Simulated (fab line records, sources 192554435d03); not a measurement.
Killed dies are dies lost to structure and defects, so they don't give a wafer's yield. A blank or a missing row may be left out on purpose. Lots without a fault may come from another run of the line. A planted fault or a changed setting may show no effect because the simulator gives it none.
Which tool did it? | flow n5_finfet | 24 lots, 72 wafers sampled, at 6 steps of a route of 1938

WHAT THE GAUGES READ, wafer by wafer
N5_BEOL_M4_CD_MEAS_28: target cd 26.2 nm, target cd y 24.1 nm. Usual: cd_nm 26.18 nm, standard deviation 0.25.
lot  | measured     | on        | cd_nm (nm)        | flag
L074 | day 7 12:27  | cd_sem-01 | 26.55 26.34 26.27 |
L075 | day 7 17:13  | cd_sem-01 | 26.12 26.07 25.78 |
L076 | day 7 21:19  | cd_sem-02 | 26.31 25.86 26.18 |
L078 | day 8 04:43  | cd_sem-01 | 25.91 25.69 26.49 |
L077 | day 8 05:43  | cd_sem-01 | 25.94 26.22 26.11 |
L079 | day 8 14:56  | cd_sem-01 | 26.02 26.40 25.87 |
L080 | day 9 08:13  | cd_sem-02 | 26.03 25.56 26.06 |
L081 | day 9 20:21  | cd_sem-02 | 26.11 25.78 26.02 |
L084 | day 9 20:34  | cd_sem-03 | 26.33 25.95 26.28 |
L082 | day 9 21:26  | cd_sem-02 | 26.46 26.53 26.15 |
L083 | day 9 23:48  | cd_sem-01 | 25.80 26.07 26.17 |
L085 | day 10 01:07 | cd_sem-02 | 26.13 26.19 25.79 |
L086 | day 10 01:45 | cd_sem-03 | 26.32 26.19 25.98 |
L087 | day 10 05:19 | cd_sem-02 | 26.48 25.94 26.44 |
L089 | day 11 14:49 | cd_sem-03 | 26.71 26.51 26.64 |
L088 | day 11 15:06 | cd_sem-02 | 26.11 26.38 26.24 |
L090 | day 11 16:40 | cd_sem-02 | 26.19 26.42 25.97 |
L091 | day 11 22:28 | cd_sem-03 | 26.14 26.14 26.14 |
L092 | day 12 00:38 | cd_sem-03 | 26.11 25.66 26.22 |
L093 | day 12 03:53 | cd_sem-01 | 26.68 26.48 26.34 |
L095 | day 12 14:08 | cd_sem-02 | 25.89 25.82 26.38 |
L094 | day 13 01:08 | cd_sem-02 | 26.32 26.33 25.98 |
L097 | day 13 08:31 | cd_sem-03 | 26.22 26.44 25.86 |
L096 | day 13 15:13 | cd_sem-03 | 26.51 26.54 26.54 |

N5_BEOL_M4_OCD_MEAS_38. Usual: trench_depth_nm 55.3 nm, standard deviation 0.91.
lot  | measured     | on     | trench_depth_nm (nm) | flag
L074 | day 7 19:40  | ocd-01 | 54.9 56.1 55.8       |
L075 | day 7 23:26  | ocd-02 | 54.4 52.8 54.4       |
L076 | day 8 03:20  | ocd-01 | 56.1 55.6 55.4       |
L078 | day 8 05:58  | ocd-02 | 55.2 54.0 54.4       |
L077 | day 8 09:12  | ocd-02 | 55.9 55.7 55.4       |
L079 | day 8 22:28  | ocd-01 | 55.6 55.8 55.4       |
L080 | day 9 09:03  | ocd-01 | 56.4 56.8 56.0       |
L081 | day 9 23:26  | ocd-01 | 55.5 55.6 56.5       |
L084 | day 9 23:40  | ocd-02 | 54.6 52.7 53.7       |
L082 | day 10 01:58 | ocd-01 | 55.2 55.6 56.5       |
L083 | day 10 03:24 | ocd-02 | 55.5 55.0 55.8       |
L085 | day 10 08:17 | ocd-01 | 55.7 56.2 54.0       |
L086 | day 10 09:41 | ocd-01 | 55.8 54.7 54.8       |
L087 | day 10 09:44 | ocd-02 | 55.6 56.1 55.7       |
L089 | day 11 17:03 | ocd-02 | 55.0 54.7 53.4       |
L088 | day 11 17:25 | ocd-02 | 53.8 53.1 55.1       |
L090 | day 11 20:40 | ocd-01 | 55.0 55.5 55.7       |
L091 | day 11 23:50 | ocd-02 | 55.5 55.1 56.5       |
L092 | day 12 02:05 | ocd-01 | 56.1 55.4 55.3       |
L093 | day 12 12:13 | ocd-02 | 53.5 55.4 54.2       |
L095 | day 12 17:38 | ocd-02 | 55.1 55.0 55.2       |
L094 | day 13 03:29 | ocd-01 | 55.4 56.1 56.6       |
L097 | day 13 13:41 | ocd-02 | 55.3 56.2 55.5       |
L096 | day 13 18:40 | ocd-01 | 55.6 55.7 56.3       |

WHICH TOOL RAN EACH LOT (tool, then ch and the chambers of the sampled wafers, then the start)
lot  | N5_BEOL_M3_PRE_CLEAN_60          | N5_BEOL_M4_STRIP_19                | N5_BEOL_M4_ETCH_69                 | N5_BEOL_M4_TRENCH_ETCH_37
L074 | cvd_co-02 ch 0,2, day 7 10:41    | rie_diel-06 ch 0,1, day 7 12:04    | rie_diel-02 ch 0,2, day 7 12:38    | rie_diel-06 ch 1,2, day 7 19:40 or earlier
L075 | cvd_co-01 ch 0,2, day 7 14:05    | rie_diel-06 ch 0,1, day 7 16:42    | rie_diel-06 ch 0,1,2, day 7 17:23  | rie_diel-02 ch 0,2, day 7 23:26 or earlier
L076 | cvd_co-02 ch 0,2, day 7 17:33    | rie_diel-06 ch 0,1, day 7 20:49    | rie_diel-06 ch 0,1,2, day 7 21:33  | rie_diel-06 ch 0,2,3, day 8 03:20 or earlier
L078 | cvd_co-02 ch 0,1,2, day 8 02:09  | rie_diel-02 ch 1,2, day 8 04:16    | rie_diel-05 ch 1,2,3, day 8 04:55  | rie_diel-02 ch 1,2,3, day 8 05:58 or earlier
L077 | cvd_co-01 ch 0,1,2, day 8 03:16  | rie_diel-02 ch 1,2,3, day 8 05:11  | rie_diel-02 ch 0,2,3, day 8 05:59  | rie_diel-05 ch 2,3, day 8 09:12 or earlier
L079 | cvd_co-02 ch 0,1, day 8 09:47    | rie_diel-02 ch 0,1,3, day 8 14:32  | rie_diel-05 ch 0,2,3, day 8 15:07  | rie_diel-06 ch 1,3, day 8 22:28 or earlier
L080 | cvd_co-02 ch 0,2, day 9 03:57    | rie_diel-02 ch 0,2, day 9 07:47    | rie_diel-02 ch 0,2,3, day 9 08:23  | rie_diel-05 ch 0,1,2, day 9 09:03 or earlier
L081 | cvd_co-02 ch 0,1, day 9 16:45    | rie_diel-05 ch 1,2,3, day 9 19:58  | rie_diel-06 ch 0,1,3, day 9 20:35  | rie_diel-06 ch 0,3, day 9 23:26 or earlier
L084 | cvd_co-02 ch 0,2, day 9 17:01    | rie_diel-02 ch 1,2,3, day 9 20:11  | rie_diel-06 ch 1,2,3, day 9 20:47  | rie_diel-02 ch 0,2, day 9 23:40 or earlier
L082 | cvd_co-01 ch 0,1, day 9 19:41    | rie_diel-02 ch 0,1, day 9 21:04    | rie_diel-05 ch 1,3, day 9 21:47    | rie_diel-06 ch 1,2,3, day 10 01:58 or earlier
L083 | cvd_co-01 ch 1,2, day 9 20:08    | rie_diel-06 ch 0,3, day 9 23:25    | rie_diel-05 ch 0,3, day 9 23:59    | rie_diel-05 ch 0,2,3, day 10 03:24 or earlier
L085 | cvd_co-02 ch 0,1,2, day 9 22:56  | rie_diel-02 ch 0,1, day 10 00:36   | rie_diel-02 ch 0,1,2, day 10 01:17 | rie_diel-02 ch 0,3, day 10 08:17 or earlier
L086 | cvd_co-02 ch 0,1,2, day 9 23:22  | rie_diel-05 ch 0,2,3, day 10 01:14 | rie_diel-05 ch 1,2,3, day 10 02:07 | rie_diel-02 ch 1,2,3, day 10 09:41 or earlier
L087 | cvd_co-01 ch 0,2, day 10 03:04   | rie_diel-02 ch 1,2,3, day 10 04:56 | rie_diel-02 ch 1,3, day 10 05:36   | rie_diel-06 ch 0,3, day 10 09:44 or earlier
L089 | cvd_co-01 ch 0,1,2, day 11 11:50 | rie_diel-05 ch 1,3, day 11 14:26   | rie_diel-05 ch 1,3, day 11 15:00   | rie_diel-02 ch 0,2,3, day 11 17:03 or earlier
L088 | cvd_co-01 ch 0,1, day 11 12:13   | rie_diel-05 ch 1,2, day 11 14:40   | rie_diel-06 ch 0,3, day 11 15:36   | rie_diel-02 ch 0,1,3, day 11 17:25 or earlier
L090 | cvd_co-02 ch 0,1,2, day 11 14:41 | rie_diel-05 ch 1,2, day 11 16:08   | rie_diel-05 ch 1,2,3, day 11 17:22 | rie_diel-05 ch 1,3, day 11 20:40 or earlier
L091 | cvd_co-02 ch 1,2, day 11 20:03   | rie_diel-05 ch 1,2, day 11 22:04   | rie_diel-02 ch 1,3, day 11 23:12   | rie_diel-06 ch 0,1,2, day 11 23:50 or earlier
L092 | cvd_co-01 ch 0,2, day 11 21:59   | rie_diel-02 ch 1,3, day 12 00:14   | rie_diel-06 ch 0,1,2, day 12 01:11 | rie_diel-05 ch 0,1, day 12 02:05 or earlier
L093 | cvd_co-02 ch 0,1,2, day 12 00:38 | rie_diel-02 ch 2,3, day 12 03:29   | rie_diel-05 ch 0,1,2, day 12 04:07 | rie_diel-02 ch 0,2,3, day 12 12:13 or earlier
L095 | cvd_co-01 ch 0,1,2, day 12 12:13 | rie_diel-02 ch 1,2,3, day 12 13:44 | rie_diel-05 ch 0,1,2, day 12 14:19 | rie_diel-06 ch 1,3, day 12 17:38 or earlier
L094 | cvd_co-01 ch 0,2, day 12 21:16   | rie_diel-06 ch 0,2, day 13 00:45   | rie_diel-05 ch 0,1,3, day 13 01:40 | rie_diel-06 ch 0,1,2, day 13 03:29 or earlier
L097 | cvd_co-01 ch 0,1,2, day 13 04:20 | rie_diel-06 ch 0,1,3, day 13 08:08 | rie_diel-06 ch 0,1,2, day 13 08:41 | rie_diel-05 ch 0,1,2, day 13 13:41 or earlier
L096 | cvd_co-01 ch 0,1, day 13 12:10   | rie_diel-02 ch 1,2,3, day 13 14:49 | rie_diel-06 ch 0,2,3, day 13 15:23 | rie_diel-05 ch 1,2,3, day 13 18:40 or earlier
- N5_BEOL_M3_PRE_CLEAN_60: time 15 s.
- N5_BEOL_M4_STRIP_19: strips in O2.
- N5_BEOL_M4_ETCH_69: etches SiARC in CF4, target depth 15.6 nm, time 26 s.
- N5_BEOL_M4_TRENCH_ETCH_37: etches SiOC in C4F6/O2, target depth 55.555 nm, time 29.2 s.

WHAT THE TOOLS THEMSELVES READ (means of the sampled wafers that have a number; where no wafer has one, the mark that the record gives instead)
N5_BEOL_M3_PRE_CLEAN_60. Usual: heater_power_w 84 W, standard deviation 11.
lot  | tool      | heater_power_w (W) | flag
L074 | cvd_co-02 | 90                 |
L075 | cvd_co-01 | 91                 |
L076 | cvd_co-02 | 91                 |
L078 | cvd_co-02 | 85                 |
L077 | cvd_co-01 | 83                 |
L079 | cvd_co-02 | 80                 |
L080 | cvd_co-02 | 92                 |
L081 | cvd_co-02 | 82                 |
L084 | cvd_co-02 | 91                 |
L082 | cvd_co-01 | 82                 |
L083 | cvd_co-01 | 73                 |
L085 | cvd_co-02 | 83                 |
L086 | cvd_co-02 | 86                 |
L087 | cvd_co-01 | 91                 |
L089 | cvd_co-01 | 84                 |
L088 | cvd_co-01 | 85                 |
L090 | cvd_co-02 | 84                 |
L091 | cvd_co-02 | 86                 |
L092 | cvd_co-01 | 93                 |
L093 | cvd_co-02 | 85                 |
L095 | cvd_co-01 | 84                 |
L094 | cvd_co-01 | 93                 |
L097 | cvd_co-01 | 84                 |
L096 | cvd_co-01 | 83                 |

N5_BEOL_M4_STRIP_19. Usual: chamber_pressure_mTorr 30.003 mTorr, standard deviation 0.027; drypump_motor_current_A 5.8 A, standard deviation 0.42; o2_flow_sccm 225.0 sccm, standard deviation 0.62; oes_product_au 0.78 a.u., standard deviation 0.095; rf_vpp_V 3.7 V, standard deviation 0.51; showerhead_plenum_p_Torr 2.05 Torr, standard deviation 0.066; throttle_valve_pct 16.78 %, standard deviation 0.29.
lot  | tool        | chamber_pressure_mTorr (mTorr) | drypump_motor_current_A (A) | o2_flow_sccm (sccm) | oes_product_au (a.u.) | rf_vpp_V (V) | showerhead_plenum_p_Torr (Torr) | throttle_valve_pct (%) | flag
L074 | rie_diel-06 | 29.993                         | 5.9                         | 224.6               | 0.82                  | 3.9          | 2.08                            | 16.74                  |
L075 | rie_diel-06 | 29.998                         | 5.9                         | 224.9               | 0.89                  | 3.6          | 2.07                            | 16.63                  |
L076 | rie_diel-06 | 30.026                         | 5.9                         | 224.9               | 0.88                  | 4.3          | 2.07                            | 16.63                  |
L078 | rie_diel-02 | 29.993                         | 5.4                         | 224.8               | 0.73                  | 4.0          | 2.05                            | 16.80                  |
L077 | rie_diel-02 | 29.994                         | 5.8                         | 225.0               | 0.72                  | 3.4          | 2.05                            | 16.97                  |
L079 | rie_diel-02 | 30.006                         | 5.7                         | 225.1               | 0.71                  | 3.3          | 1.99                            | 16.90                  |
L080 | rie_diel-02 | 30.011                         | 6.1                         | 225.3               | 0.73                  | 3.9          | 2.12                            | 17.07                  |
L081 | rie_diel-05 | 29.974                         | 5.7                         | 225.0               | 0.85                  | 3.8          | 2.08                            | 16.57                  |
L084 | rie_diel-02 | 30.001                         | 5.8                         | 224.2               | 0.72                  | 3.1          | 2.05                            | 17.00                  |
L082 | rie_diel-02 | 29.992                         | 5.3                         | 225.7               | 0.71                  | 3.9          | 1.99                            | 16.75                  |
L083 | rie_diel-06 | 30.016                         | 5.9                         | 225.1               | 0.85                  | 3.6          | 2.04                            | 16.63                  |
L085 | rie_diel-02 | 30.027                         | 5.3                         | 224.6               | 0.71                  | 3.7          | 1.99                            | 16.74                  |
L086 | rie_diel-05 | 29.977                         | 5.9                         | 225.0               | 0.82                  | 3.3          | 2.07                            | 16.61                  |
L087 | rie_diel-02 | 30.000                         | 5.8                         | 224.7               | 0.72                  | 3.2          | 2.05                            | 17.00                  |
L089 | rie_diel-05 | 30.002                         | 5.5                         | 225.2               | 0.76                  | 3.8          | 2.05                            | 16.65                  |
L088 | rie_diel-05 | 30.009                         | 5.8                         | 224.4               | 0.88                  | 3.2          | 2.10                            | 16.55                  |
L090 | rie_diel-05 | 30.000                         | 5.9                         | 225.5               | 0.87                  | 4.0          | 2.10                            | 16.55                  |
L091 | rie_diel-05 | 29.991                         | 5.8                         | 225.3               | 0.87                  | 3.6          | 2.10                            | 16.56                  |
L092 | rie_diel-02 | 30.016                         | 5.4                         | 225.8               | 0.69                  | 3.9          | 1.98                            | 16.87                  |
L093 | rie_diel-02 | 29.980                         | 6.1                         | 224.8               | 0.71                  | 3.5          | 2.11                            | 17.20                  |
L095 | rie_diel-02 | 29.999                         | 5.8                         | 225.4               | 0.70                  | 3.7          | 2.04                            | 17.04                  |
L094 | rie_diel-06 | 30.009                         | 5.9                         | 224.8               | 0.87                  | 3.5          | 2.05                            | 16.43                  |
L097 | rie_diel-06 | 30.005                         | 6.0                         | 225.2               | 0.77                  | 4.1          | 2.04                            | 16.80                  |
L096 | rie_diel-02 | 29.978                         | 5.7                         | 225.0               | 0.69                  | 4.0          | 2.04                            | 17.05                  |

N5_BEOL_M4_ETCH_69. Usual: chamber_pressure_mTorr 40.00 mTorr, standard deviation 0.038; drypump_motor_current_A 5.8 A, standard deviation 0.36; etch_rf_on_time_s 25.9 s, standard deviation 0.38; oes_product_au 0.69 a.u., standard deviation 0.079; rf_vpp_V 183.6 V, standard deviation 1.1; showerhead_plenum_p_Torr 2.11 Torr, standard deviation 0.05; throttle_valve_pct 15.64 %, standard deviation 0.28.
lot  | tool        | chamber_pressure_mTorr (mTorr) | drypump_motor_current_A (A) | etch_rf_on_time_s (s) | oes_product_au (a.u.) | rf_vpp_V (V) | showerhead_plenum_p_Torr (Torr) | throttle_valve_pct (%) | flag
L074 | rie_diel-02 | 39.98                          | 6.1                         | 26.5                  | 0.63                  | 184.2        | 2.16                            | 15.93                  |
L075 | rie_diel-06 | 39.97                          | 5.9                         | 25.8                  | 0.76                  | 183.8        | 2.12                            | 15.47                  |
L076 | rie_diel-06 | 39.99                          | 5.9                         | 25.8                  | 0.75                  | 184.0        | 2.11                            | 15.46                  |
L078 | rie_diel-05 | 40.01                          | 5.7                         | 25.9                  | 0.75                  | 183.5        | 2.14                            | 15.52                  |
L077 | rie_diel-02 | 40.02                          | 6.0                         | 26.1                  | 0.62                  | 183.6        | 2.10                            | 16.00                  |
L079 | rie_diel-05 | 39.99                          | 5.8                         | 25.6                  | 0.72                  | 182.8        | 2.13                            | 15.57                  |
L080 | rie_diel-02 | 39.99                          | 6.1                         | 26.5                  | 0.61                  | 183.9        | 2.10                            | 16.00                  |
L081 | rie_diel-06 | 39.99                          | 6.0                         | 26.3                  | 0.68                  | 183.9        | 2.10                            | 15.69                  |
L084 | rie_diel-06 | 39.99                          | 6.0                         | 26.0                  | 0.68                  | 183.8        | 2.10                            | 15.58                  |
L082 | rie_diel-05 | 40.03                          | 5.5                         | 25.5                  | 0.67                  | 184.0        | 2.11                            | 15.62                  |
L083 | rie_diel-05 | 40.00                          | 5.7                         | 25.7                  | 0.68                  | 183.6        | 2.09                            | 15.56                  |
L085 | rie_diel-02 | 40.00                          | 5.7                         | 26.4                  | 0.61                  | 183.2        | 2.10                            | 15.85                  |
L086 | rie_diel-05 | 39.97                          | 5.7                         | 25.8                  | 0.72                  | 184.1        | 2.13                            | 15.56                  |
L087 | rie_diel-02 | 40.04                          | 5.7                         | 25.8                  | 0.61                  | 181.8        | 2.04                            | 16.03                  |
L089 | rie_diel-05 | 40.00                          | 5.3                         | 25.9                  | 0.70                  | 183.0        | 2.10                            | 15.51                  |
L088 | rie_diel-06 | 39.98                          | 5.9                         | 25.9                  | 0.72                  | 183.8        | 2.08                            | 15.60                  |
L090 | rie_diel-05 | 40.01                          | 5.7                         | 25.9                  | 0.70                  | 183.5        | 2.13                            | 15.59                  |
L091 | rie_diel-02 | 40.03                          | 5.4                         | 26.1                  | 0.60                  | 182.7        | 2.04                            | 15.88                  |
L092 | rie_diel-06 | 40.04                          | 5.9                         | 25.8                  | 0.71                  | 182.8        | 2.10                            | 15.54                  |
L093 | rie_diel-05 | 39.98                          | 5.6                         | 25.5                  | 0.73                  | 184.2        | 2.11                            | 15.50                  |
L095 | rie_diel-05 | 40.00                          | 5.7                         | 25.5                  | 0.73                  | 183.4        | 2.11                            | 15.49                  |
L094 | rie_diel-05 | 39.98                          | 5.5                         | 25.6                  | 0.76                  | 182.8        | 2.09                            | 15.41                  |
L097 | rie_diel-06 | 40.00                          | 5.9                         | 26.1                  | 0.69                  | 184.2        | 2.10                            | 15.55                  |
L096 | rie_diel-06 | 39.99                          | 5.9                         | 25.9                  | 0.70                  | 183.9        | 2.08                            | 15.53                  |

N5_BEOL_M4_TRENCH_ETCH_37. Usual: chamber_pressure_mTorr 29.999 mTorr, standard deviation 0.028; drypump_motor_current_A 5.8 A, standard deviation 0.36; oes_product_au 0.79 a.u., standard deviation 0.096; rf_vpp_V 665 V, standard deviation 5.9; showerhead_plenum_p_Torr 2.79 Torr, standard deviation 0.071; throttle_valve_pct 20.93 %, standard deviation 0.27.
lot  | tool        | chamber_pressure_mTorr (mTorr) | drypump_motor_current_A (A) | oes_product_au (a.u.) | rf_vpp_V (V) | showerhead_plenum_p_Torr (Torr) | throttle_valve_pct (%) | flag
L074 | rie_diel-06 | 29.971                         | 5.9                         | 0.90                  | 666          | 2.81                            | 20.62                  |
L075 | rie_diel-02 | 29.963                         | 6.0                         | 0.73                  | 672          | 2.86                            | 21.17                  |
L076 | rie_diel-06 | 29.984                         | 6.0                         | 0.88                  | 666          | 2.78                            | 20.70                  |
L078 | rie_diel-02 | 29.999                         | 5.7                         | 0.73                  | 665          | 2.80                            | 21.19                  |
L077 | rie_diel-05 | 30.019                         | 6.1                         | 0.88                  | 660          | 2.88                            | 20.89                  |
L079 | rie_diel-06 | 30.000                         | 6.1                         | 0.74                  | 670          | 2.80                            | 21.01                  |
L080 | rie_diel-05 | 30.014                         | 5.6                         | 0.90                  | 664          | 2.82                            | 20.75                  |
L081 | rie_diel-06 | 30.002                         | 5.9                         | 0.85                  | 669          | 2.77                            | 20.82                  |
L084 | rie_diel-02 | 30.015                         | 6.0                         | 0.71                  | 665          | 2.77                            | 21.10                  |
L082 | rie_diel-06 | 30.012                         | 6.0                         | 0.80                  | 667          | 2.78                            | 20.85                  |
L083 | rie_diel-05 | 29.996                         | 5.9                         | 0.81                  | 660          | 2.83                            | 20.85                  |
L085 | rie_diel-02 | 30.006                         | 6.0                         | 0.70                  | 661          | 2.70                            | 21.30                  |
L086 | rie_diel-02 | 29.989                         | 5.7                         | 0.72                  | 667          | 2.79                            | 21.22                  |
L087 | rie_diel-06 | 29.991                         | 6.0                         | 0.80                  | 669          | 2.75                            | 20.93                  |
L089 | rie_diel-02 | 30.009                         | 6.1                         | 0.70                  | 665          | 2.78                            | 21.26                  |
L088 | rie_diel-02 | 30.012                         | 5.7                         | 0.69                  | 660          | 2.71                            | 21.13                  |
L090 | rie_diel-05 | 29.996                         | 5.5                         | 0.76                  | 660          | 2.80                            | 20.88                  |
L091 | rie_diel-06 | 29.997                         | 5.9                         | 0.83                  | 668          | 2.79                            | 20.76                  |
L092 | rie_diel-05 | 29.983                         | 5.3                         | 0.86                  | 666          | 2.77                            | 20.70                  |
L093 | rie_diel-02 | 30.019                         | 6.0                         | 0.69                  | 665          | 2.77                            | 21.28                  |
L095 | rie_diel-06 | 30.002                         | 6.1                         | 0.72                  | 669          | 2.79                            | 21.07                  |
L094 | rie_diel-06 | 29.998                         | 5.9                         | 0.82                  | 668          | 2.79                            | 20.77                  |
L097 | rie_diel-05 | 30.016                         | 5.6                         | 0.83                  | 664          | 2.80                            | 20.81                  |
L096 | rie_diel-05 | 30.020                         | 5.7                         | 0.88                  | 662          | 2.82                            | 20.78                  |

THE ANSWER, worked out from the rows above alone
Rule: a lot is off if the mean of its wafers that have a number lies more than 3 standard deviations from the usual mean. A lot without any number at a reading at which 4 lots or more have one is off too. The other lots that the step has rows for count as sound. The gauges are gone through in route order, then the tools' own readings, and for those a lot's mean is taken as printed above. The first step at which some lot is off is used, and at that step the reading that is off furthest; a lot without a number counts as furthest.
No lot is off at any reading shown: from this, nothing can be told.

WHAT THE SIMULATOR HAD PUT IN
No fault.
